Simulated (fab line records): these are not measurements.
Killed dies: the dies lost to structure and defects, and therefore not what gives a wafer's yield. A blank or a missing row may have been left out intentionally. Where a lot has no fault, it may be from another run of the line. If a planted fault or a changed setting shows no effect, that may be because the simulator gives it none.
Matching of chambers || flow nand-harc || NHARC_A_STAIRCASE_DEP_417 on pecvd-01: 3 sister chambers
The step deposits Si3N4, target thk 60 nm. 3 wafers are shown with their chamber, then 12 later ones without.

## EACH WAFER AND ITS CHAMBER
{"wafer": "L086.5", "chamber": 2, "heater-power-w (W)": 479}
{"wafer": "L086.4", "chamber": 0, "heater-power-w (W)": 995}
{"wafer": "L086.6", "chamber": 1, "heater-power-w (W)": 795}

## WAFERS WITHOUT THEIR CHAMBER
{"wafer": "L089.3", "heater-power-w (W)": 516}
{"wafer": "L089.4", "heater-power-w (W)": 896}
{"wafer": "L089.5", "heater-power-w (W)": 525}
{"wafer": "L091.1", "heater-power-w (W)": 973}
{"wafer": "L091.3", "heater-power-w (W)": 506}
{"wafer": "L091.4", "heater-power-w (W)": 756}
{"wafer": "L090.2", "heater-power-w (W)": 505}
{"wafer": "L090.4", "heater-power-w (W)": 871}
{"wafer": "L090.5", "heater-power-w (W)": 498}
{"wafer": "L090.1", "heater-power-w (W)": 863}
{"wafer": "L090.3", "heater-power-w (W)": 730}
{"wafer": "L090.6", "heater-power-w (W)": 734}

## CHAMBER TAKEN BY EACH
{"wafer": "L089.3", "from the rows above": 2, "in truth": 2}
{"wafer": "L089.4", "from the rows above": "can't be placed: 0 or 1", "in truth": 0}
{"wafer": "L089.5", "from the rows above": 2, "in truth": 2}
{"wafer": "L091.1", "from the rows above": 0, "in truth": 0}
{"wafer": "L091.3", "from the rows above": 2, "in truth": 2}
{"wafer": "L091.4", "from the rows above": 1, "in truth": 1}
{"wafer": "L090.2", "from the rows above": 2, "in truth": 2}
{"wafer": "L090.4", "from the rows above": "can't be placed: 1 or 0", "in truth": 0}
{"wafer": "L090.5", "from the rows above": 2, "in truth": 2}
{"wafer": "L090.1", "from the rows above": "can't be placed: 1 or 0", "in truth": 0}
{"wafer": "L090.3", "from the rows above": 1, "in truth": 1}
{"wafer": "L090.6", "from the rows above": 1, "in truth": 1}
9 of 12 placed correctly. Unplaceable from these rows: 3, with the true chamber sitting among the candidates in 3. Placed wrongly: 0.
How it was worked out, from the rows above alone: a wafer's distance from a chamber is the root of the sum, over the readings, of the square of ((its reading less the chamber's mean) divided by the reading's scatter). If the next closest chamber is less than 2 further off than the closest, the wafer can't be placed; otherwise it belongs to the closest. The mean given for a chamber averages the wafers shown for that chamber. The scatter (one wafer shown for each chamber): square how far every hidden wafer sits from the nearest shown wafer, average those squares and take the square root.
